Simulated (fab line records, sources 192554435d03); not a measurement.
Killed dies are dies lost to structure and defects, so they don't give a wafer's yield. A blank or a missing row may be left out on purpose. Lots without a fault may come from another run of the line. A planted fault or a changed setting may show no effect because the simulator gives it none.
fab line records | flow n5_finfet
record lots=5 wafers=15 last_day=17
route steps=1938 shown BEOL_M14@1751 PASSIVATION@1936
lots that met no fault: from a run of the same line without faults
start_h: hours from the record's first day to the start of the lot's first wafer shown | wait_h: hours since the lot's step before | " the same as in the row above | L1.1+2: a row that stands for several wafers | - no value, or no start given | * or withheld: withheld | < > ~ a bound
route shown NAME@n: a module of which the file shows steps, and the number in the route of the first | usual: mean/standard deviation of fault-free wafers | same: alike in all rows | chamber/n: place in a boat | sites: the reading at each site | _std_site: their standard deviation | _edge_site: outer sites' mean less inner sites' | radius_mm: how far each site lies from the wafer's centre | mask NAME#n: copy n | behind: the tool/chamber that last shaped the wafer | hold: why the lot was held/for how many hours/how that ended | device: the transistor (n, p or np) that didn't switch | end of line: the same wafers' tests at the end of the route | a step without rows: its recipe alone | killed: dies lost to structure and defects at the first sort, not the wafer's yield | map: a wafer's dies, x killed, . not, _ none there
set.NAME: the setting as run; set.NAME@STEP: as run at that earlier step | model.NAME: the simulator's own value behind a step, which no gauge read
lots at some steps of the route; a table a step, a row a wafer
services: from which hour (start_h, from the record's first day; less than 0 if before it) a tool's chamber was out of use, for how many hours, and why
## steps
# step N5_BEOL_M14_ETCH_68
# recipe chemistry=N2/H2 target=SOC mask_material=SiARC source_w=3000 bias_w=350 temp_c=40 time_s=450 ion_energy_ev=200 pressure_mtorr=30 n2_flow_sccm=200 h2_flow_sccm=200
# usual drypump_motor_current_A=5.75/0.29 oes_product_au=0.79/0.086 rf_fwd_power_W=2995/10 rf_vpp_V=524.4/2.5 showerhead_plenum_p_Torr=2.56/0.085 throttle_valve_pct=17.74/0.29
# columns lot.wafer tool chamber start_h wait_h drypump_motor_current_A oes_product_au rf_fwd_power_W rf_hours_counter_h rf_vpp_V showerhead_plenum_p_Torr throttle_valve_pct
L855.2 rie_diel-05 2 245.21 0.1 5.53 0.82 2983 74 523.4 2.57 17.66
L855.4 " 0 " " 5.69 0.84 3005 58 527.9 2.68 17.38
L855.5 " 0 " " 5.62 0.84 2996 - 528.0 2.68 17.39
L861.1 rie_diel-05 0 278.05 0.1 5.66 0.81 2984 67 527.6 2.68 17.40
L861.2 " 1 " " 5.49 0.68 2995 224 526.0 2.63 17.97
L861.6 " 0 " " 5.63 0.83 2995 - 527.6 2.68 17.38
L865.1 rie_diel-05 2 309.74 0.1 5.53 0.79 2999 99 523.2 2.56 17.72
L865.3 " 0 " " 5.62 0.80 2994 77 526.9 2.67 17.42
L865.6 " 3 " " 5.83 0.78 2997 - 522.4 2.44 17.63
L871.3 rie_diel-05 3 357.03 0.1 5.84 0.77 3002 117 520.0 2.44 17.65
L871.4 " 0 " " 5.66 0.79 2984 - 527.0 2.67 17.45
L871.5 " 2 " " 5.52 0.78 2991 - 523.7 2.55 17.75
L873.1 rie_diel-03 0 380.21 0.1 5.68 0.89 3005 48 524.3 2.58 17.74
L873.2 " 1 " " 5.42 0.69 2984 239 519.7 2.40 17.54
L873.5 " 3 " " 5.56 0.68 2984 - 523.4 2.50 18.17
# step N5_BEOL_M14_STRIP_69
# recipe chemistry=N2/H2 temp_c=40 n2_flow_sccm=200 h2_flow_sccm=200 rf_frequency_hz=6e+07
# step N5_BEOL_M14_TRENCH_ETCH_34
# recipe chemistry=C4F8/O2/Ar target=SiO2 target_depth_a=5566.5 mask_material=SOC he_inner_torr=15 he_outer_torr=30 time_s=126.9 ion_energy_ev=800 pressure_mtorr=20 source_w=1905 bias_w=2040 Ar_flow_sccm=400 C4F8_flow_sccm=16 O2_flow_sccm=12
# usual drypump_motor_current_A=5.75/0.3 he_outer_torr=30.01/0.055 oes_ar_750_au=0.79/0.082 oes_product_au=0.79/0.087 rf_fwd_power_W=1896/6.9 rf_vpp_V=2225/26 showerhead_plenum_p_Torr=3.46/0.11 throttle_valve_pct=30.86/0.23
# columns lot.wafer tool chamber start_h wait_h drypump_motor_current_A he_outer_torr oes_ar_750_au oes_product_au rf_fwd_power_W rf_hours_counter_h rf_vpp_V showerhead_plenum_p_Torr throttle_valve_pct
L855.2 rie_diel-05 2 245.48 0.0 5.54 29.94 0.82 0.82 1897 75 2263 3.46 30.77
L855.4 " 0 " " 5.63 30.10 0.84 0.84 1891 58 2218 3.64 30.72
L855.5 " 0 " " 5.66 30.00 0.83 0.84 1890 - 2216 3.64 30.71
L861.1 rie_diel-05 0 278.33 0.0 5.66 30.09 0.83 0.83 1900 68 2216 3.63 30.72
L861.2 " 1 " " 5.51 30.01 0.69 0.69 1900 224 2256 3.52 30.91
L861.6 " 0 " " 5.63 30.00 0.83 0.83 1897 - 2216 3.63 30.74
L865.1 rie_diel-05 2 310.01 0.0 5.53 30.10 0.79 0.79 1892 99 2261 3.45 30.81
L865.3 " 0 " " 5.63 29.90 0.80 0.81 1889 77 2216 3.63 30.74
L865.6 " 3 " " 5.86 30.14 0.79 0.79 1889 - 2186 3.33 30.91
L871.3 rie_diel-05 3 357.31 0.0 5.84 30.01 0.77 0.78 1897 118 2186 3.32 30.92
L871.4 " 0 " " 5.62 30.01 0.79 0.80 1898 - 2216 3.62 30.73
L871.5 " 2 " " 5.51 30.07 0.78 0.77 1887 - 2262 3.44 30.81
L873.1 rie_diel-03 0 380.49 0.0 5.67 29.99 0.89 0.89 1908 48 2253 3.49 30.94
L873.2 " 1 " " 5.48 29.99 0.70 0.70 1893 239 2187 3.26 30.44
L873.5 " 3 " " 5.55 30.04 0.68 0.67 1894 - 2213 3.38 31.21
# step N5_BEOL_M14_STRIP_70
# recipe chemistry=C4F8/O2/Ar resist=SiARC rf_frequency_hz=6e+07
# step N5_BEOL_M14_OCD_MEAS_35
# usual trench_depth_nm=559/10
# columns lot.wafer tool chamber start_h wait_h trench_depth_nm
L855.2 ocd-01 - 245.64 0.0 564
L855.4 " - " " 571
L855.5 " - " " 570
L861.1 ocd-01 - 278.48 0.0 575
L861.2 " - " " 554
L861.6 " - " " 573
L865.1 ocd-02 - 310.17 0.0 556
L865.3 " - " " 569
L865.6 " - " " 569
L871.3 ocd-02 - 357.47 0.0 567
L871.4 " - " " 564
L871.5 " - " " 557
L873.1 ocd-01 - 380.64 0.0 566
L873.2 " - " " 554
L873.5 " - " " 540
# step N5_BEOL_M14_STRIP_37
# recipe chemistry=O2 power_w=600 temp_c=60 pressure_mtorr=30 rf_frequency_hz=6e+07 bias_power_w=0 overash_fraction=0.3 o2_flow_sccm=225
# step N5_BEOL_M14_ETCH_38
# recipe chemistry=CF4/N2 target=SiCN target_depth_a=1065 taper_deg=2 time_s=120.6 ion_energy_ev=150 mask_material=SiO2 pressure_mtorr=40 source_w=430 bias_w=70 Ar_flow_sccm=100 cf4_flow_sccm=60 n2_flow_sccm=60
# usual drypump_motor_current_A=5.75/0.3 oes_product_au=0.80/0.09 rf_fwd_power_W=428.2/1.5 rf_vpp_V=382.6/1.9 showerhead_plenum_p_Torr=2.22/0.071 throttle_valve_pct=15.41/0.25
# columns lot.wafer tool chamber start_h wait_h drypump_motor_current_A oes_product_au rf_fwd_power_W rf_hours_counter_h rf_vpp_V showerhead_plenum_p_Torr throttle_valve_pct
L855.2 rie_diel-05 1 - - 5.51 0.68 426.8 209 384.3 2.27 15.60
L855.4 " 2 " " 5.49 0.81 429.3 75 382.3 2.23 15.33
L855.5 " 1 " " 5.48 0.68 426.8 - 383.6 2.27 15.61
L861.1 rie_diel-03 0 - - 5.69 0.97 429.9 12 384.0 2.25 15.30
L861.2 " 2 " " 5.76 0.84 428.1 85 385.5 2.31 15.18
L861.6 " 0 " " 5.65 0.96 429.9 - 384.4 2.25 15.29
L865.1 rie_diel-04 2 - - 6.06 0.71 428.3 213 380.8 2.18 15.91
L865.3 " 0 " " 6.30 0.96 428.0 17 381.8 2.25 15.14
L865.6 " 1 " " 6.46 0.90 426.7 - 382.8 2.25 15.42
L871.3 rie_diel-05 0 - - 5.65 0.80 425.1 94 385.9 2.32 15.22
L871.4 " 0 " " 5.60 0.80 424.9 - 382.1 2.32 15.23
L871.5 " 2 " " 5.49 0.77 427.2 - 384.2 2.21 15.42
L873.1 rie_diel-05 0 - - 5.63 0.79 428.1 103 383.5 2.32 15.25
L873.2 " 3 " " 5.83 0.77 427.1 127 381.7 2.13 15.43
L873.5 " 3 " " 5.83 0.78 426.1 - 380.5 2.13 15.44
# step N5_BEOL_M14_PRECLEAN_39
# recipe chemistry=residue_remover time_s=60 temp_c=40
# step N5_BEOL_M14_SRD_40
# recipe time_s=30 temp_c=23 rinse_liquid=diw dry=n2_spin spin_rpm=1500 dry_time_s=30
# step N5_BEOL_M14_DEGAS_41
# recipe ambient=vacuum temp_c=300 time_s=60
# step N5_BEOL_M14_PRE_CLEAN_42
# recipe gas=H2/He time_s=30 temp_c=300
# usual heater_power_w=504/52
# columns lot.wafer tool chamber start_h wait_h heater_power_w
L855.2 pvd_sputter-02 - 247.88 0.0 610
L855.4 " - " " 444
L855.5 " - " " 600
L861.1 pvd_sputter-02 - 282.71 0.0 517
L861.2 " - " " 452
L861.6 " - " " 442
L865.1 pvd_sputter-02 - 315.08 0.0 523
L865.3 " - " " 446
L865.6 " - " " 487
L871.3 pvd_sputter-03 - 358.22 0.0 474
L871.4 " - " " 529
L871.5 " - " " 491
L873.1 pvd_sputter-01 - 382.45 0.0 504
L873.2 " - " " 479
L873.5 " - " " 466
# step N5_BEOL_M14_SPUTTER_43
# recipe material=TaN target_thk_a=150 temp_c=50 bias_v=168.6 power_w=15000 chamber_pressure_pa=0.12 time_s=24.19
# usual substrate_temp_c=50.01/0.13 throttle_valve_pct=29.7/0.86
# columns lot.wafer tool chamber start_h wait_h substrate_temp_c throttle_valve_pct
L855.2 pvd_sputter-02 - 247.92 0.0 49.87 30.0
L855.4 " - " " 49.94 29.3
L855.5 " - " " 50.01 29.8
L861.1 pvd_sputter-02 - 282.75 0.0 49.99 29.2
L861.2 " - " " 49.98 29.2
L861.6 " - " " 50.22 29.0
L865.1 pvd_sputter-02 - 315.12 0.0 50.06 29.3
L865.3 " - " " 50.01 29.1
L865.6 " - " " 49.95 29.3
L871.3 pvd_sputter-03 - 358.26 0.0 50.20 29.7
L871.4 " - " " 50.03 31.9
L871.5 " - " " 49.97 29.2
L873.1 pvd_sputter-01 - 382.49 0.0 49.96 30.8
L873.2 " - " " 50.05 29.9
L873.5 " - " " 49.94 30.3
# step N5_BEOL_M14_SPUTTER_44
# recipe material=Ta target_thk_a=150 temp_c=50 bias_v=80 power_w=15000 chamber_pressure_pa=0.07 time_s=24.19
# usual substrate_temp_c=50.02/0.12 throttle_valve_pct=29.7/0.83
# columns lot.wafer tool chamber start_h wait_h substrate_temp_c throttle_valve_pct model.Ta_of_BEOL_M14_SPUTTER_44.thk_nm
L855.2 pvd_sputter-02 - 248.00 0.0 50.01 29.9 15
L855.4 " - " " 49.99 29.3 15
L855.5 " - " " 50.15 30.0 15
L861.1 pvd_sputter-02 - 282.83 0.0 50.20 29.2 15.4
L861.2 " - " " 50.15 29.3 15.2
L861.6 " - " " 49.89 29.2 15.2
L865.1 pvd_sputter-02 - 315.20 0.0 49.72 29.4 15.2
L865.3 " - " " 49.93 29.2 20.6
L865.6 " - " " 49.93 28.8 15.2
L871.3 pvd_sputter-03 - 358.34 0.0 50.05 29.8 15
L871.4 " - " " 49.75 31.6 15
L871.5 " - " " 49.95 29.2 15
L873.1 pvd_sputter-01 - 382.57 0.0 50.13 30.5 15.2
L873.2 " - " " 49.79 29.8 15.2
L873.5 " - " " 50.17 30.0 15.2
# step N5_BEOL_M14_SPUTTER_45
# recipe material=Cu target_thk_a=1000 temp_c=-20 bias_v=60 power_w=26000 chamber_pressure_pa=0.13 time_s=16.67
# step N5_BEOL_M14_ECD_47
# recipe material=Cu target_thk_a=12480
# step N5_BEOL_M14_ANNEAL_48
# recipe temp_c=225 time_s=90 ambient=N2
# step N5_BEOL_M14_CMP_49
# recipe stop_on=SiO2 t_overpolish_s=5.2 down_force_psi=2 platen_rpm=80 clearing_platen_down_force_psi=2 clearing_platen_rpm=80 post_cmp_clean=cu_alkaline target_thk_nm=560 clearing_platen_pad_velocity_m_s=1.5917 pad_velocity_m_s=1.5917
# usual barrier_field_endpoint_s=11.24/0.26 motor_current_A=7.9/0.63
# columns lot.wafer tool chamber start_h wait_h barrier_field_endpoint_s motor_current_A
L855.4 cmp-01 2 248.68 0.1 10.79 7.4
L855.2 " 3 " " 10.81 8.6
L855.5 " 2 " " 11.00 7.4
L861.1 cmp-02 0 283.55 0.3 11.36 6.4
L861.2 " 2 " " 11.17 7.8
L861.6 " 3 " " 11.24 7.7
L865.3 cmp-03 0 316.75 0.2 14.06 8.0
L865.1 " 1 " " 11.69 8.3
L865.6 " 1 " " 11.66 8.1
L871.4 cmp-03 0 359.06 0.2 11.26 8.3
L871.3 " 1 " " 11.35 8.1
L871.5 " 3 " " 11.19 8.8
L873.2 cmp-03 2 383.62 0.3 11.55 7.7
L873.1 " 3 " " 11.26 8.8
L873.5 " 1 " " 11.44 8.7
# step N5_BEOL_M14_THK_MEAS_50
# recipe thk_meas_gauge=xrf reads=Cu_of_BEOL_M14_ECD_47
# usual M14_THK=567/11
# columns lot.wafer tool chamber start_h wait_h M14_THK[nm]
L855.2 film_metro-01 - 248.98 - 574
L855.4 " - " " 579
L855.5 " - " " 579
L861.1 film_metro-01 - 283.80 - 583
L861.2 " - " " 559
L861.6 " - " " 580
L865.1 film_metro-02 - 317.04 - 570
L865.3 " - " " 579
L865.6 " - " " 585
L871.3 film_metro-01 - 359.32 - 578
L871.4 " - " " 573
L871.5 " - " " 565
L873.1 film_metro-02 - 383.88 - 575
L873.2 " - " " 564
L873.5 " - " " 550
# step N5_PASSIVATION_PROBE_49
# usual defect_limited_yield=91.3/1.4 killed_at_M0_to_M3=35/11 killed_at_M4_up=14/5.4 killed_at_contacts=12/6.2 killed_at_front_end=38/11 killed_at_other=4.1/2.8 killed_dies=103/17 killed_open=66/13 killed_short=34/8.2 sort_bin_5_function=5.1/0.89 sort_bin_6_memory=3.3/0.72 sort_n_pass=1077/17 sort_yield_pct=91.3/1.4
# same gross_dies=1180 killed_at_back_side=0 sort_bin_4_leakage[%]=0 sort_bin_8_speed[%]=0
# columns lot.wafer tool chamber start_h wait_h defect_limited_yield[%] killed_at_M0_to_M3 killed_at_M4_up killed_at_contacts killed_at_front_end killed_at_other killed_dies killed_open killed_short sort_bin_5_function[%] sort_bin_6_memory[%] sort_n_pass sort_yield_pct[%]
L865.1 prober-01 - 342.67 0.0 90.5 41 16 6 48 1 112 71 40 6.1 3.2 1068 90.5
L865.3 prober-01 - 342.77 0.1 93.3 24 10 11 33 1 79 49 28 4.1 2.3 1101 93.3
L865.6 prober-01 - 342.92 0.3 90.0 44 19 9 41 5 118 68 46 5.1 4.3 1062 90.0
# killed by level:class
L865.1 BEOL_M0_SAQP:geometric_particle:short=16 STI_FIN_REVEAL:geometric_particle:open=11 FIN_SAQP:geometric_particle:short=10 BEOL_M0_SAQP:geometric_particle:open=9 BEOL_M4:geometric_particle:open=9 FIN_SAQP:geometric_particle:open=8 GATE_CUT:geometric_particle:open=6 BEOL_M1:geometric_particle:open=6
L865.3 MOL_CONTACT_COAG:geometric_particle:open=9 FIN_SAQP:geometric_particle:short=7 STI_FIN_REVEAL:geometric_particle:open=7 BEOL_M2:geometric_particle:open=7 DUMMY_GATE:geometric_particle:open=5 BEOL_M0_SAQP:geometric_particle:open=5 GATE_CUT:geometric_particle:short=4 BEOL_M0_SAQP:geometric_particle:short=4
L865.6 BEOL_M0_SAQP:geometric_particle:open=17 FIN_SAQP:geometric_particle:short=13 BEOL_M0_SAQP:geometric_particle:short=10 BEOL_M2:geometric_particle:open=8 BEOL_M4:geometric_particle:open=7 STI_FIN_REVEAL:geometric_particle:open=6 GATE_CUT:geometric_particle:short=6 FIN_SAQP:geometric_particle:open=5
## services
# columns tool chamber start_h hours kind
cmp-02 - 225.03 1.2 repair
rie_diel-05 2 241.26 2.6 repair
cmp-02 - 253.86 1.7 repair
rie_diel-05 0 255.58 11.1 repair
cmp-02 - 263.48 4.0 pm
cmp-01 - 264.83 4.0 pm
rie_diel-04 0 266.18 6.3 repair
cmp-01 - 278.43 11.6 pm
cmp-02 - 282.39 0.8 repair
cmp-03 - 288.57 3.1 pm
rie_diel-05 - 299.94 2.8 pm
pvd_sputter-02 - 317.00 6.5 repair
rie_diel-03 - 321.59 0.2 repair
rie_diel-03 3 327.58 11.6 repair
rie_diel-04 1 328.03 7.2 repair
cmp-01 - 333.78 6.5 pm
rie_diel-05 1 356.36 - clean
rie_diel-05 1 356.36 - consumable_replace:focus_ring
rie_diel-05 1 356.36 19.7 scheduled_down
rie_diel-04 3 367.57 8.4 repair
cmp-02 - 373.27 5.7 pm
cmp-03 - 380.43 0.4 repair
cmp-02 - 381.30 0.8 repair
cmp-01 - 383.00 1.1 repair
## key
first_sign step=N5_BEOL_M14_CMP_49 reading=barrier_field_endpoint_s direction=up sigmas=11 usual=11.24 struck=14.06
effect none on later readings
model_effect step=N5_BEOL_M14_SPUTTER_44 value=Ta_of_BEOL_M14_SPUTTER_44.thk_nm without=15.2 struck=20.6
met_at N5_BEOL_M14_SPUTTER_44
struck_wafers L865.3
onset_between 282.83 315.20
fault kind=process_parameter_drift tool=pvd_sputter-02 chamber=- onset_h=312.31 steps=N5_BEOL_M14_SPUTTER_44 channel=time_s offset=* shape=step end_h=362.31 acts_in=* stated=* scope=struck_wafers_only
